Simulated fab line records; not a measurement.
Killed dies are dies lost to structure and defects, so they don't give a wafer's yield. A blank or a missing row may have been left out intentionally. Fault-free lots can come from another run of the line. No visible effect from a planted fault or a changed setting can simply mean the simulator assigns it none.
Chamber matching + flow n5Finfet + rieDiel-03 running N5_BEOL_M3_DESCUM_33: 4 sister chambers
The step chemistry O2, time 7 s. 8 wafers are shown with their chamber, then 9 later ones without.

## WAFERS WITH THEIR CHAMBER
| wafer  | chamber | showerheadPlenumPTorr (Torr) | oesProductAu (a.u.) |
|--------|---------|------------------------------|---------------------|
| L077.5 | 3       | 2.07                         | 0.69                |
| L081.6 | 2       | 2.14                         | 0.95                |
| L085.3 | 0       | 2.12                         | 0.80                |
| L085.4 | 3       | 2.06                         | 0.69                |
| L085.5 | 0       | 2.12                         | 0.80                |
| L087.3 | 1       | 2.10                         | 0.80                |
| L087.5 | 1       | 2.10                         | 0.79                |
| L087.6 | 2       | 2.14                         | 0.92                |

## WAFERS WHOSE CHAMBER IS MISSING
| wafer  | showerheadPlenumPTorr (Torr) | oesProductAu (a.u.) |
|--------|------------------------------|---------------------|
| L092.1 | 2.06                         | 0.69                |
| L092.2 | 2.09                         | 0.80                |
| L092.3 | 2.11                         | 0.79                |
| L093.1 | 2.11                         | 0.78                |
| L093.2 | 2.06                         | 0.68                |
| L093.4 | 2.09                         | 0.78                |
| L096.2 | 2.14                         | 0.90                |
| L096.4 | 2.09                         | 0.77                |
| L096.6 | 2.14                         | 0.89                |

## WHICH CHAMBER EACH ONE RAN IN
| wafer  | from the rows above     | in truth |
|--------|-------------------------|----------|
| L092.1 | 3                       | 3        |
| L092.2 | 1                       | 1        |
| L092.3 | can't be placed: 1 or 0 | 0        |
| L093.1 | can't be placed: 1 or 0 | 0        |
| L093.2 | 3                       | 3        |
| L093.4 | 1                       | 1        |
| L096.2 | 2                       | 2        |
| L096.4 | 1                       | 1        |
| L096.6 | 2                       | 2        |
7 of 9 placed correctly. From these rows, 2 cannot be placed; in 2 the true chamber is one of the candidates. Number placed wrongly: 0.
How it was worked out, from the rows above alone: a wafer's distance from a chamber is the root of the sum, over the readings, of the square of ((its reading less the chamber's mean) divided by the reading's scatter). The wafer belongs to the nearest chamber; if the next one is less than 2 further off, it can't be placed. Each chamber's mean is taken over the wafers shown for it. How the scatter is found: for the shown wafers, subtract from each reading the mean of its chamber, square and add these, divide the total by (wafers less chambers), then take the root.
